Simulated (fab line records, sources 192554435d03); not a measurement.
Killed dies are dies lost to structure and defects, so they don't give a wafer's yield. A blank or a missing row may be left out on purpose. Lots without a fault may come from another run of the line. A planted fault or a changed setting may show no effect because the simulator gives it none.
Split-lot experiment | flow n5_finfet | 7 lots, 21 wafers read, on a route of 1938 steps

THE SPLIT
At N5_BEOL_M11_ILD_DEP_00 (deposits SiCOH lowk from DEMS/porogen, target thk 308.51 nm, time 58 s), the setting time_s was moved away from the recipe's 58 s on 8 of the 21 wafers read, by -9.9% to +12.1%. The other wafers ran this setting at the recipe's value.

FROM THE SPLIT TO THE READING: what the file shows between them, 1 step
- N5_BEOL_M11_CURE_71: cures SiCOH lowk, time 240 s

THE READING
M11_ILD_THK, in nm, at N5_BEOL_M11_THK_MEAS_01. Fault-free wafers of this fab line usually give 269 nm, standard deviation 3.4 nm.

wafer  | tool, chamber at the split | time_s as run, s | against the recipe | M11_ILD_THK, nm | against lot-mates on the recipe
L077.1 | pecvd-04, 2                | 62.17            | +7.2%              | 288             | +21
L077.3 | pecvd-04, 0                | 58               | recipe             | 265             | -
L077.5 | pecvd-04, 1                | 58               | recipe             | 269             | -
L082.1 | pecvd-03, 2                | 62.25            | +7.3%              | 287             | no lot-mate on the recipe
L082.3 | pecvd-03, 0                | 62.25            | +7.3%              | 284             | no lot-mate on the recipe
L082.5 | pecvd-03, 2                | 62.25            | +7.3%              | 292             | no lot-mate on the recipe
L087.2 | pecvd-03, 1                | 58               | recipe             | 267             | -
L087.3 | pecvd-03, 0                | 58               | recipe             | 267             | -
L087.5 | pecvd-03, 0                | 58               | recipe             | 272             | -
L092.3 | pecvd-03, 1                | 53.67            | -7.5%              | 248             | -26
L092.4 | pecvd-03, 2                | 58               | recipe             | 274             | -
L092.6 | pecvd-03, 1                | 58               | recipe             | 275             | -
L094.1 | pecvd-02, 1                | 58               | recipe             | 261             | -
L094.3 | pecvd-02, 0                | 58               | recipe             | 264             | -
L094.4 | pecvd-02, 2                | 58               | recipe             | 269             | -
L095.1 | pecvd-02, 0                | 58               | recipe             | 268             | -
L095.2 | pecvd-02, 1                | 52.28            | -9.9%              | 242             | -26
L095.3 | pecvd-02, 2                | 58               | recipe             | 268             | -
L097.3 | pecvd-03, 2                | 58               | recipe             | 268             | -
L097.4 | pecvd-03, 0                | 65               | +12.1%             | 304             | +36
L097.6 | pecvd-03, 1                | 65               | +12.1%             | 301             | +33

THE FIT
A straight line over all 21 wafers: M11_ILD_THK changes by +2.75 nm for each +1% of time_s; r = +0.98; the points scatter about the line by 3.4 nm.
The same after taking each lot's own level away (the mean of its wafers on the recipe; 18 wafers): +2.9 nm for each +1%; r = +0.99; scatter 2.4 nm.
On that fit, the largest move of time_s shifts the reading by 35 nm.
The lots' own levels span 264.7 to 274.5 nm, that is 2.9 times the standard deviation above.
So the lot-to-lot level changes the slope little: the two slopes agree.
Check: with one of the wafers moved furthest among these (+12.1%) left out of the fit, the line predicts +34.3 nm for it against its lot-mates. It came out at +36 nm against them.

OTHER SPLITS ON THESE WAFERS
These wafers also went through other splits before the reading. Each is held against what the fit with the lots' levels taken away leaves over:
other split on the same wafers | wafers away from the commonest value | r with M11_ILD_THK (lot level and that fit taken away)
N5_BEOL_M9_EXPOSE_25 dose_mj   | 11                                   | -0.11

THE WHOLE CHAIN: every reading that the file lists as answering this split, in the file's order
step                    | what it does                                                           | reading                                                                                   | change (the file's fit)              | r (the file's)
N5_BEOL_M11_ILD_DEP_00  | deposits SiCOH lowk from DEMS/porogen, target thk 308.51 nm, time 58 s | SiCOH_lowk_of_BEOL_M11_ILD_DEP_00.thk_nm (the simulator's own value, which no gauge read) | +3.31 nm for each +1% of the setting | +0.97
N5_BEOL_M11_CURE_71     | cures SiCOH lowk, time 240 s                                           | SiCOH_lowk_of_BEOL_M11_ILD_DEP_00.thk_nm (the simulator's own value, which no gauge read) | +2.93 nm for each +1% of the setting | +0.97
N5_BEOL_M11_THK_MEAS_01 |                                                                        | M11_ILD_THK                                                                               | +2.93 for each +1% of the setting    | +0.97

THE FILE'S OWN FIT
M11_ILD_THK changes by +2.93 nm for each +1% of time_s, r = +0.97.
